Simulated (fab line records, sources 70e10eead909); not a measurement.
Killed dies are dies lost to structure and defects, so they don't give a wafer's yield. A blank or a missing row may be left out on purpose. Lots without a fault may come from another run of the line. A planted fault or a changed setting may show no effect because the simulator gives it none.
A struck lot beside a sound one | flow nand_harc | 13 steps out of a route of 1159
Sound: wafers L867.1, L867.3, L867.5. Struck: wafers L874.2, L874.5, L874.6. The cause comes at the end.
At each step with rows: each side's tool, then ch and its chambers, then its first start. Under that, the readings that differ: sound wafers | struck wafers | difference of the means | sigmas: that difference in standard deviations of wafers without a fault.
alike: readings whose means differ by less than 2 such deviations, and words and numbers that are the same on both sides. not compared: withheld readings, readings that some wafer has no value for, bounds like >300 that may hide the same value, and numbers for which the record gives no deviation and whose values overlap.
The two part at a step that has a row with sigmas, a row that says differs or no value, or rows on one side only. Numbers that don't overlap but have no deviation are shown without sigmas and don't part them. A reading that every wafer of one side lacks parts them only if that side has two wafers or more.

NHARC_P_GATE_DESCUM_48: chemistry O2, time 3 s.
  sound on rie_diel-07 ch 0,2, day 5 16:47; struck on rie_diel-01 ch 1,2, day 7 17:21
  reading                     | sound       | struck      | difference | sigmas
  drypump_motor_current_A (A) | 5.0 5.5 5.5 | 6.3 6.3 5.8 | +0.8       | +2
  alike: oes_product_au, rf_vpp_V, showerhead_plenum_p_Torr, throttle_valve_pct
  not compared: rf_hours_counter_h
then, 1 step without rows for these wafers: NHARC_P_GATE_IMPLANT_49.
NHARC_P_GATE_STRIP_111: strips in N2/H2, time 250 s.
  sound on plasma_asher-01 ch 0, day 5 17:14; struck on plasma_asher-02 ch 0,1, day 7 17:43
  alike: drypump_motor_current_A, heater_power_w, rf_refl_power_W
  not compared: rf_hours_counter_h
NHARC_P_GATE_STRIP_75: strips in O2.
  sound on plasma_asher-01 ch 0, day 5 17:32; struck on plasma_asher-02 ch 0,1, day 7 18:01
  alike: drypump_motor_current_A, heater_power_w, rf_refl_power_W
  not compared: rf_hours_counter_h
then, 8 steps without rows for these wafers: NHARC_P_GATE_STRIP_50 (strips in SPM, time 900 s); NHARC_P_GATE_DEHYDRATE_51 (time 120 s); NHARC_P_GATE_HMDS_52 (time 30 s); NHARC_P_GATE_COAT_53; NHARC_P_GATE_SOFTBAKE_54 (time 95 s); NHARC_P_GATE_EBR_55; NHARC_P_GATE_EXPOSE_56 (exposes mask P PSD, target cd 720 nm); NHARC_P_GATE_PEB_57 (peb time 85 s).
NHARC_P_GATE_DEVELOP_58: time 70 s.
  sound on litho_track-03 ch 0, day 5 18:00; struck on litho_track-02, day 7 18:00
  no value came back on the struck wafers for chill_plate_temp_C (C), exhaust_pa (Pa), resist_line_temp_C (C); on the sound wafers chill_plate_temp_C (C) reads 23.02 22.84 23.04

WHERE THEY PART
First at NHARC_P_GATE_DESCUM_48; last, within this record, at NHARC_P_GATE_DEVELOP_58.

WHY: what the simulator had put in
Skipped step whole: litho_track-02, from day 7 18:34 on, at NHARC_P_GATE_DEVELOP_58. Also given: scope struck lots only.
